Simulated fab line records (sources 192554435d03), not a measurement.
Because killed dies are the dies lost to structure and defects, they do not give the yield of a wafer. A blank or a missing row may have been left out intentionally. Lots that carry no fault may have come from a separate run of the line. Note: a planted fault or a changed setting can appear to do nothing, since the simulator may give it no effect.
fab line records | flow n5-finfet | part 1 of 2: steps 1 to 17 of 25
record: lots: 5 wafers: 15 last-day: 20
route steps=1938 shown HKMG_FIN@451 GATE_CUT@465
lots that met no fault: taken from a fault-free run of the same line
start-h: start of the lot's first displayed wafer, in hours after the record's first day | wait-h: hours since the lot's step before | " as in the row above | L1.1+2: one row covering several wafers at once | - no value, or no start given | * or withheld: withheld | < > ~ a bound
route shown NAME@n: names a module that has steps shown in the file, with the first one's number in the route | usual: mean/standard deviation of fault-free wafers | same: alike in all rows | chamber/n: place in a boat | sites: readings site by site | _std_site: their standard deviation | _edge_site: outer sites' mean less inner sites' | radius-mm: how far each site lies from the wafer's centre | mask NAME#n: copy n | behind: the last tool/chamber to shape the wafer | hold: why the lot was held/for how many hours/how that ended | device: the transistor (n, p or np) that didn't switch | end of line: tests run on the same wafers once the route is complete | a step with no rows: only its recipe | killed: count of dies lost to structure and defects at first sort (not the wafer's yield) | map: the dies of a wafer, with x for killed, . for not killed, _ for no die there
set.NAME: the setting the step ran with; set.NAME@STEP: the setting that earlier step ran with | model.NAME: the simulator's own value behind a step, which no gauge read
lots at some steps of the route; a table a step, a row a wafer
services: a tool's chamber out of use, with start hour (start-h, from the record's first day; less than 0 if before it), hours out, and reason
== steps ==
step: N5_HKMG_FIN_ETCH_67
recipe: chemistry: N2/H2 target: SOC target-depth-a: 3889 stop-on: TiN ion-energy-ev: 100 bias-w: 61 pressure-mtorr: 30 source-w: 850 n2-flow-sccm: 200 h2-flow-sccm: 200
usual: drypump-motor-current-A: 5.8/0.37 oes-product-au: 0.80/0.061 rf-vpp-V: 241.3/1.1 showerhead-plenum-p-Torr: 2.59/0.067 throttle-valve-pct: 17.83/0.21
columns lot.wafer tool chamber start-h wait-h drypump-motor-current-A oes-product-au rf-hours-counter-h rf-vpp-V showerhead-plenum-p-Torr throttle-valve-pct
L082.2 rie-diel-04 2 127.69 - 5.4 0.72 184 240.9 2.63 18.35
L082.5 " 2 " " 5.4 0.71 - 240.2 2.63 18.36
L082.6 " 1 " " 5.3 0.81 - 241.5 2.57 17.40
L090.2 rie-diel-04 0 171.85 - 6.4 0.94 10 241.1 2.72 17.67
L090.3 " 3 " " 6.5 0.74 183 241.5 2.64 17.56
L090.6 " 3 " " 6.5 0.75 - 243.0 2.63 17.57
L092.3 rie-diel-01 0 201.31 - 5.7 0.82 74 243.1 2.68 17.89
L092.4 " 2 " " 6.2 0.83 68 240.2 2.47 17.90
L092.6 " 0 " " 5.7 0.82 - 243.1 2.68 17.91
L093.2 rie-diel-01 1 202.28 - 5.8 0.82 91 241.1 2.57 17.77
L093.4 " 2 " " 6.3 0.84 68 238.5 2.47 17.91
L093.6 " 0 " " 5.7 0.83 - 243.4 2.68 17.88
L097.1 rie-diel-04 1 248.31 - 5.3 0.78 108 240.2 2.55 17.44
L097.2 " 0 " " 6.4 0.88 28 243.0 2.71 17.70
L097.3 " 3 " " 6.5 0.73 201 243.3 2.63 17.60
step: N5_HKMG_FIN_STRIP_90
recipe: chemistry: N2/H2 material: SOC time-s: 20 power-w: 500 temp-c: 40 pressure-mtorr: 50 rf-frequency-hz: 6e+07 bias-power-w: 8 h2-frac: 0.5 n2-flow-sccm: 300 h2-flow-sccm: 300
usual: drypump-motor-current-A: 5.8/0.37 oes-product-au: 0.81/0.062 power-w: 500.0/1.5 rf-vpp-V: 54.3/0.84 showerhead-plenum-p-Torr: 3.42/0.085 throttle-valve-pct: 19.1/0.33
columns lot.wafer tool chamber start-h wait-h drypump-motor-current-A oes-product-au power-w rf-hours-counter-h rf-vpp-V showerhead-plenum-p-Torr throttle-valve-pct
L082.2 rie-diel-04 2 127.75 0.0 5.5 0.72 496.1 184 54.6 3.48 19.8
L082.5 " 2 " " 5.5 0.72 498.9 - 54.6 3.48 19.8
L082.6 " 1 " " 5.3 0.83 497.1 - 55.0 3.39 18.3
L090.2 rie-diel-04 0 171.91 0.0 6.4 0.95 497.6 10 55.1 3.58 18.7
L090.3 " 3 " " 6.5 0.74 498.8 183 55.8 3.48 18.6
L090.6 " 3 " " 6.5 0.75 499.7 - 53.6 3.48 18.6
L092.3 rie-diel-01 0 201.37 0.0 5.7 0.83 500.8 74 53.6 3.54 19.2
L092.4 " 2 " " 6.2 0.84 500.5 68 54.1 3.27 19.0
L092.6 " 0 " " 5.8 0.83 502.9 - 54.6 3.54 19.2
L093.2 rie-diel-01 1 202.34 0.0 5.8 0.83 497.5 91 54.3 3.39 19.0
L093.4 " 2 " " 6.3 0.85 498.5 68 53.4 3.27 19.0
L093.6 " 0 " " 5.7 0.83 498.2 - 55.1 3.54 19.2
L097.1 rie-diel-04 1 248.37 0.0 5.3 0.78 498.7 108 54.5 3.37 18.4
L097.2 " 0 " " 6.4 0.90 502.4 28 55.7 3.57 18.8
L097.3 " 3 " " 6.5 0.74 500.5 201 55.6 3.47 18.6
step: N5_HKMG_FIN_WET_ETCH_73
recipe: chemistry: SC1 mix: 1:2:40 temp-c: 50 time-s: 42.3 target-depth-nm: 1.3 dry: ipa-marangoni rinse-time-s: 30 rinse-temp-c: 23
usual: bath-heat-duty-pct: 7.2/0.77 rinse-temp-c: 23.00/0.11
columns lot.wafer tool chamber start-h wait-h bath-heat-duty-pct rinse-temp-c
L082.2 wet-bench-04 3 127.85 0.1 7.6 23.04
L082.5 " 7 " " 7.4 23.10
L082.6 " 1 " " 5.9 23.01
L090.2 wet-bench-02 5 172.01 0.1 8.2 22.96
L090.3 " 1 " " 6.2 23.20
L090.6 " 3 " " 7.3 22.96
L092.3 wet-bench-05 6 201.47 0.1 6.3 22.84
L092.4 " 2 " " 8.6 22.79
L092.6 " 7 " " 7.5 22.93
L093.2 wet-bench-02 3 202.44 0.1 6.8 23.03
L093.4 " 0 " " 8.0 22.96
L093.6 " 4 " " 7.9 22.99
L097.1 wet-bench-04 1 248.47 0.1 6.4 22.94
L097.2 " 2 " " 7.3 23.05
L097.3 " 3 " " 8.6 22.97
step: N5_HKMG_FIN_ETCHBACK_68
recipe: chemistry: Cl2/Ar stop-on: HfO2 target-depth-a: 5 pressure-mtorr: 10 icp-w: 600 bias-w: 60 Cl2_flow_sccm: 40 Ar_flow_sccm: 60
usual: drypump-motor-current-A: 5.9/0.47 oes-product-au: 0.73/0.1 throttle-valve-pct: 20.74/0.19
columns lot.wafer tool chamber start-h wait-h drypump-motor-current-A oes-product-au rf-hours-counter-h throttle-valve-pct
L082.2 rie-metal-03 1 127.91 0.0 5.2 0.81 34 20.57
L082.5 " 1 " " 5.1 0.80 - 20.57
L082.6 " 0 " " 5.9 0.63 - 20.67
L090.2 rie-metal-03 0 172.07 0.0 5.9 0.63 112 20.67
L090.3 " 1 " " 5.1 0.79 - 20.59
L090.6 " 0 " " 5.9 0.62 - 20.68
L092.3 rie-metal-02 1 201.57 0.1 6.0 0.83 - 21.04
L092.4 " 0 " " 5.7 0.63 - 20.83
L092.6 " 0 " " 5.6 0.63 - 20.80
L093.2 rie-metal-03 0 202.49 0.0 5.9 0.62 114 20.68
L093.4 " 1 " " 5.1 0.79 - 20.58
L093.6 " 1 " " 5.1 0.79 - 20.60
L097.1 rie-metal-02 1 248.53 0.0 6.0 0.82 25 21.04
L097.2 " 0 " " 5.6 0.62 116 20.83
L097.3 " 0 " " 5.6 0.62 - 20.80
step: N5_HKMG_FIN_STRIP_69
recipe: chemistry: N2/H2 power-w: 2500 temp-c: 300 h2-frac: 0.65 time-s: 360 pressure-mtorr: withheld n2-flow-sccm: 1750 h2-flow-sccm: 3250
usual: drypump-motor-current-A: 5.94/0.19 heater-power-w: 480/49
columns lot.wafer tool chamber start-h wait-h drypump-motor-current-A heater-power-w rf-hours-counter-h
L082.2 plasma-asher-02 1 128.05 0.1 5.75 577 44
L082.5 " 1 " " 5.76 559 -
L082.6 " 0 " " 5.92 468 -
L090.2 plasma-asher-01 1 172.21 0.1 6.25 441 107
L090.3 " 0 " " 5.84 438 -
L090.6 " 1 " " 6.23 451 -
L092.3 plasma-asher-02 1 201.79 0.2 5.77 569 -
L092.4 " 0 " " 5.93 474 -
L092.6 " 0 " " 5.91 468 -
L093.2 plasma-asher-01 0 202.63 0.1 5.83 452 111
L093.4 " 1 " " 6.26 445 -
L093.6 " 1 " " 6.26 447 -
L097.1 plasma-asher-01 1 248.67 0.1 6.24 446 117
L097.2 " 0 " " 5.84 444 117
L097.3 " 1 " " 6.29 449 -
step: N5_HKMG_FIN_ALD_21
recipe: material: TiN target-thk-a: 15 temp-c: 400 ald-precursor-family: TiCl4 ald-co-reactant: NH3 pulse-time-s: 1 purge-time-s: 3 co-reactant-purge-time-s: 2 co-reactant-pulse-time-s: 2 ald-cycles: 68 pressure-torr: 3
usual: heater-power-w: 903/110 precursor-pulse-height-rel: 1.002/0.02
columns lot.wafer tool chamber start-h wait-h heater-power-w precursor-pulse-height-rel
L082.2 ald-metal-01 2 128.43 0.3 979 0.984
L082.5 " 1 " " 931 1.044
L082.6 " 2 " " 983 1.028
L090.2 ald-metal-04 3 172.59 0.3 904 0.940
L090.3 " 2 " " 779 0.999
L090.6 " 3 " " 913 1.001
L092.3 ald-metal-04 1 202.05 0.1 927 0.981
L092.4 " 0 " " 769 1.015
L092.6 " 2 " " 802 0.995
L093.2 ald-metal-01 3 203.02 0.3 742 0.966
L093.4 " 2 " " 981 1.001
L093.6 " 0 " " 761 1.001
L097.1 ald-metal-04 0 249.06 0.3 769 1.045
L097.2 " 3 " " 910 1.001
L097.3 " 2 " " 792 1.000
step: N5_HKMG_FIN_ALD_72
recipe: material: W target-thk-a: 20 temp-c: 300 pressure-torr: 7.5 ald-precursor-family: WF6 ald-co-reactant: B2H6 pulse-time-s: 1 purge-time-s: 2 co-reactant-purge-time-s: 2 co-reactant-pulse-time-s: 3 ald-cycles: 7
usual: heater-power-w: 507/53 precursor-pulse-height-rel: 1.001/0.02
columns lot.wafer tool chamber start-h wait-h heater-power-w precursor-pulse-height-rel
L082.2 cvd-w-02 1 128.79 0.2 565 1.003
L082.5 " 1 " " 577 1.008
L082.6 " 0 " " 557 1.011
L090.2 cvd-w-01 1 172.96 0.2 452 0.995
L090.3 " 1 " " 434 1.023
L090.6 " 0 " " 466 0.984
L092.3 cvd-w-02 0 202.43 0.2 554 1.004
L092.4 " 1 " " 571 0.990
L092.6 " 1 " " 551 0.954
L093.2 cvd-w-01 1 203.38 0.2 436 0.992
L093.4 " 0 " " 476 0.992
L093.6 " 1 " " 446 1.003
L097.1 cvd-w-02 1 249.42 0.2 572 1.014
L097.2 " 0 " " 535 0.973
L097.3 " 1 " " 559 1.018
step: N5_HKMG_FIN_W_FILL_22
recipe: material: W target-thk-a: 600 temp-c: 400 pressure-torr: 39.4 time-s: 18.2
usual: heater-power-w: 903/94 throttle-valve-pct: 19.1/0.51
columns lot.wafer tool chamber start-h wait-h heater-power-w throttle-valve-pct
L082.2 cvd-w-02 1 128.85 0.0 1010 18.7
L082.5 " 1 " " 1022 18.5
L082.6 " 0 " " 973 18.6
L090.2 cvd-w-01 1 173.02 0.0 776 19.4
L090.3 " 1 " " 778 19.4
L090.6 " 0 " " 834 19.7
L092.3 cvd-w-02 0 202.48 0.0 953 18.8
L092.4 " 1 " " 1031 18.6
L092.6 " 1 " " 999 18.7
L093.2 cvd-w-01 1 203.44 0.0 785 19.7
L093.4 " 0 " " 840 19.7
L093.6 " 1 " " 794 19.7
L097.1 cvd-w-02 1 249.49 0.0 999 18.8
L097.2 " 0 " " 998 19.0
L097.3 " 1 " " 1007 18.8
step: N5_HKMG_FIN_PRECLEAN_83
recipe: chemistry: DIW time-s: 57.5 temp-c: 23
usual: bath-heat-duty-pct: 3.8/0.49
columns lot.wafer tool chamber start-h wait-h bath-heat-duty-pct
L082.2 wet-bench-05 0 128.91 0.0 4.0
L082.5 " 3 " " 3.4
L082.6 " 4 " " 2.8
L090.2 wet-bench-05 1 173.08 0.0 3.1
L090.3 " 2 " " 3.9
L090.6 " 3 " " 4.0
L092.3 wet-bench-05 7 202.53 0.0 3.1
L092.4 " 3 " " 3.5
L092.6 " 1 " " 4.1
L093.2 wet-bench-02 7 203.50 0.0 3.9
L093.4 " 6 " " 3.6
L093.6 " 3 " " 3.4
L097.1 wet-bench-02 7 249.54 0.0 4.1
L097.2 " 0 " " 4.8
L097.3 " 1 " " 3.9
step: N5_HKMG_FIN_SRD_84
recipe: dry-time-s: 32 dry: n2-spin spin-rpm: 1500
same: dry-time-s: 32
columns lot.wafer tool chamber start-h wait-h
L082.2+5+6 wet-bench-05 0,3,4 128.93 0.0
L090.2+3+6 wet-bench-05 1,2,3 173.10 0.0
L092.3+4+6 wet-bench-05 7,3,1 202.55 0.0
L093.2+4+6 wet-bench-02 7,6,3 203.52 0.0
L097.1+2+3 wet-bench-02 7,0,1 249.56 0.0
step: N5_HKMG_FIN_CMP_23
recipe: stop-on: SiNx t-overpolish-s: 10 post-cmp-clean: rinse-only down-force-psi: 4 platen-rpm: 50.289 pad-velocity-m-s: 1.0006 target-thk-nm: 46.326
usual: motor-current-A: 12.6/1.5 overpolish-run-s: 10.001/0.0094 retaining-ring-pressure-frac: 1.001/0.0053 time-to-endpoint-s: 12.9/1.7
columns lot.wafer tool chamber start-h wait-h motor-current-A overpolish-run-s retaining-ring-pressure-frac time-to-endpoint-s
L082.2 cmp-04 3 129.12 0.2 12.5 10.016 0.991 12.4
L082.5 " 1 " " 12.7 10.018 0.998 10.1
L082.6 " 2 " " 11.9 10.012 1.002 13.6
L090.2 cmp-02 2 173.21 0.1 11.7 9.989 1.005 14.3
L090.3 " 3 " " 11.6 10.003 0.997 15.7
L090.6 " 1 " " 11.7 10.011 0.992 10.6
L092.4 cmp-02 2 202.66 0.1 12.2 9.993 1.004 12.6
L092.3 " 0 " " 11.4 10.001 1.005 9.4
L092.6 " 2 " " 11.7 9.994 0.997 8.8
L093.4 cmp-04 3 203.55 0.0 11.9 10.003 0.997 16.3
L093.2 " 2 " " 12.0 10.008 0.992 15.3
L093.6 " 3 " " 12.4 9.994 1.004 14.2
L097.1 cmp-02 0 249.68 0.1 11.7 9.995 1.001 11.2
L097.2 " 1 " " 11.7 9.994 1.002 12.1
L097.3 " 2 " " 12.2 9.999 0.987 14.4
step: N5_HKMG_FIN_CMP_94
recipe: stop-on: SiNx post-cmp-clean: w-dilute-nh4oh t-overpolish-s: 4.7 down-force-psi: 4 platen-rpm: 50.289 pad-velocity-m-s: 1.0006 target-thk-nm: 43.299
usual: motor-current-A: 12.7/1.5 retaining-ring-pressure-frac: 0.999/0.0055
columns lot.wafer tool chamber start-h wait-h motor-current-A retaining-ring-pressure-frac
L082.2 cmp-04 3 129.50 0.3 12.1 0.995
L082.5 " 1 " " 12.7 0.993
L082.6 " 2 " " 11.6 1.000
L090.2 cmp-02 2 173.64 0.3 11.0 0.993
L090.3 " 3 " " 11.2 1.012
L090.6 " 1 " " 11.9 0.997
L092.4 cmp-02 2 203.09 0.3 11.2 1.000
L092.3 " 0 " " 11.7 1.004
L092.6 " 2 " " 12.1 1.003
L093.4 cmp-04 3 204.03 0.4 13.3 1.005
L093.2 " 2 " " 11.4 0.994
L093.6 " 3 " " 13.2 1.010
L097.1 cmp-02 0 250.11 0.3 11.5 0.989
L097.2 " 1 " " 11.5 0.998
L097.3 " 2 " " 11.3 0.998
step: N5_HKMG_FIN_INSPECT_28
recipe: inspect-instrument: darkfield mode: post-cmp
usual: raw-defect-count: 39/18
columns lot.wafer tool chamber start-h wait-h raw-defect-count
L082.2 defect-inspect-01 - 129.68 0.0 36
L082.5 " - " " 43
L082.6 " - " " 24
L090.2 defect-inspect-02 - 173.84 0.0 53
L090.3 " - " " 30
L090.6 " - " " 44
L092.3 defect-inspect-01 - 203.29 0.0 18
L092.4 " - " " 37
L092.6 " - " " 25
L093.2 defect-inspect-02 - 204.26 0.0 31
L093.4 " - " " 70
L093.6 " - " " 70
L097.1 defect-inspect-01 - 250.31 0.0 47
L097.2 " - " " 32
L097.3 " - " " 19
step: N5_GATE_CUT_ETCHBACK_00
recipe: chemistry: SF6/Cl2 target: W pressure-mtorr: 8 icp-w: 900 bias-w: 80 SF6_flow_sccm: 40 Cl2_flow_sccm: 60
usual: SF6_flow_sccm: 39.98/0.12 drypump-motor-current-A: 5.9/0.45 oes-product-au: 0.75/0.11 throttle-valve-pct: 27.39/0.22
columns lot.wafer tool chamber start-h wait-h SF6_flow_sccm drypump-motor-current-A oes-product-au rf-hours-counter-h throttle-valve-pct
L082.2 rie-metal-02 0 129.71 0.0 40.14 5.6 0.64 108 27.34
L082.5 " 0 " " 39.98 5.7 0.64 - 27.34
L082.6 " 1 " " 40.02 6.0 0.87 - 27.80
L090.2 rie-metal-03 0 173.88 0.0 39.91 5.9 0.63 112 27.19
L090.3 " 1 " " 39.96 5.1 0.80 - 27.31
L090.6 " 1 " " 39.98 5.1 0.80 - 27.31
L092.3 rie-metal-02 1 203.37 0.1 40.14 6.0 0.86 - 27.81
L092.4 " 0 " " 40.00 5.6 0.63 - 27.36
L092.6 " 0 " " 39.91 5.6 0.63 - 27.36
L093.2 rie-metal-03 1 204.30 0.0 39.95 5.1 0.79 39 27.33
L093.4 " 1 " " 39.88 5.1 0.79 - 27.32
L093.6 " 1 " " 39.98 5.1 0.80 - 27.33
L097.1 rie-metal-01 0 250.34 0.0 39.79 6.7 0.93 4 27.39
L097.2 " 1 " " 39.90 6.2 0.77 39 27.17
L097.3 " 0 " " 39.84 6.7 0.94 - 27.41
step: N5_GATE_CUT_ETCH_56
recipe: chemistry: Cl2/Ar target: TiN target-depth-a: 216 pressure-mtorr: 10 icp-w: 600 bias-w: 60 Cl2_flow_sccm: 40 Ar_flow_sccm: 60
usual: drypump-motor-current-A: 5.9/0.46 oes-product-au: 0.75/0.11 throttle-valve-pct: 20.74/0.18
columns lot.wafer tool chamber start-h wait-h drypump-motor-current-A oes-product-au rf-hours-counter-h throttle-valve-pct
L082.2 rie-metal-02 0 129.83 0.1 5.6 0.64 109 20.80
L082.5 " 0 " " 5.6 0.64 - 20.81
L082.6 " 1 " " 6.0 0.87 - 21.00
L090.2 rie-metal-03 0 174.00 0.1 5.9 0.63 112 20.66
L090.3 " 1 " " 5.1 0.80 - 20.57
L090.6 " 1 " " 5.1 0.81 - 20.59
L092.3 rie-metal-02 1 203.48 0.1 6.0 0.85 - 21.00
L092.4 " 0 " " 5.6 0.63 - 20.81
L092.6 " 0 " " 5.6 0.63 - 20.81
L093.2 rie-metal-03 1 204.42 0.1 5.1 0.81 39 20.55
L093.4 " 1 " " 5.1 0.81 - 20.58
L093.6 " 1 " " 5.2 0.80 - 20.57
L097.1 rie-metal-01 0 250.46 0.1 6.7 0.94 4 20.70
L097.2 " 1 " " 6.2 0.77 39 20.54
L097.3 " 0 " " 6.7 0.95 - 20.71
step: N5_GATE_CUT_ETCHBACK_30
recipe: chemistry: Cl2/Ar target: TiN target-depth-a: 30 mode: isotropic pressure-mtorr: 10 icp-w: 600 bias-w: 60 Cl2_flow_sccm: 40 Ar_flow_sccm: 60
usual: drypump-motor-current-A: 5.9/0.45 oes-product-au: 0.75/0.11 throttle-valve-pct: 20.74/0.17
columns lot.wafer tool chamber start-h wait-h drypump-motor-current-A oes-product-au rf-hours-counter-h throttle-valve-pct
L082.2 rie-metal-02 0 129.92 0.1 5.6 0.64 109 20.80
L082.5 " 0 " " 5.6 0.64 - 20.80
L082.6 " 1 " " 6.0 0.87 - 20.98
L090.2 rie-metal-03 0 174.09 0.1 5.9 0.63 112 20.66
L090.3 " 1 " " 5.1 0.81 - 20.60
L090.6 " 1 " " 5.2 0.80 - 20.60
L092.3 rie-metal-02 1 203.55 0.0 6.0 0.85 - 21.03
L092.4 " 0 " " 5.7 0.63 - 20.82
L092.6 " 0 " " 5.6 0.64 - 20.80
L093.2 rie-metal-03 1 204.51 0.1 5.1 0.80 39 20.57
L093.4 " 1 " " 5.1 0.80 - 20.59
L093.6 " 1 " " 5.1 0.80 - 20.58
L097.1 rie-metal-01 0 250.55 0.1 6.7 0.93 4 20.71
L097.2 " 1 " " 6.2 0.77 39 20.56
L097.3 " 0 " " 6.7 0.95 - 20.71
step: N5_GATE_CUT_VAPOR_ETCH_60
recipe: chemistry: BCl3/Cl2 target: HfO2 mode: isotropic
usual: drypump-motor-current-A: 5.9/0.46 oes-product-au: 0.75/0.11
columns lot.wafer tool chamber start-h wait-h drypump-motor-current-A oes-product-au
L082.2 rie-metal-02 0 129.95 0.0 5.6 0.65
L082.5 " 0 " " 5.7 0.65
L082.6 " 1 " " 6.0 0.88
L090.2 rie-metal-03 0 174.12 0.0 5.9 0.63
L090.3 " 1 " " 5.1 0.81
L090.6 " 1 " " 5.1 0.80
L092.3 rie-metal-02 1 203.58 0.0 6.0 0.85
L092.4 " 0 " " 5.6 0.64
L092.6 " 0 " " 5.7 0.64
L093.2 rie-metal-03 1 204.54 0.0 5.1 0.80
L093.4 " 1 " " 5.1 0.80
L093.6 " 1 " " 5.1 0.80
L097.1 rie-metal-01 0 250.58 0.0 6.7 0.94
L097.2 " 1 " " 6.2 0.78
L097.3 " 0 " " 6.7 0.93
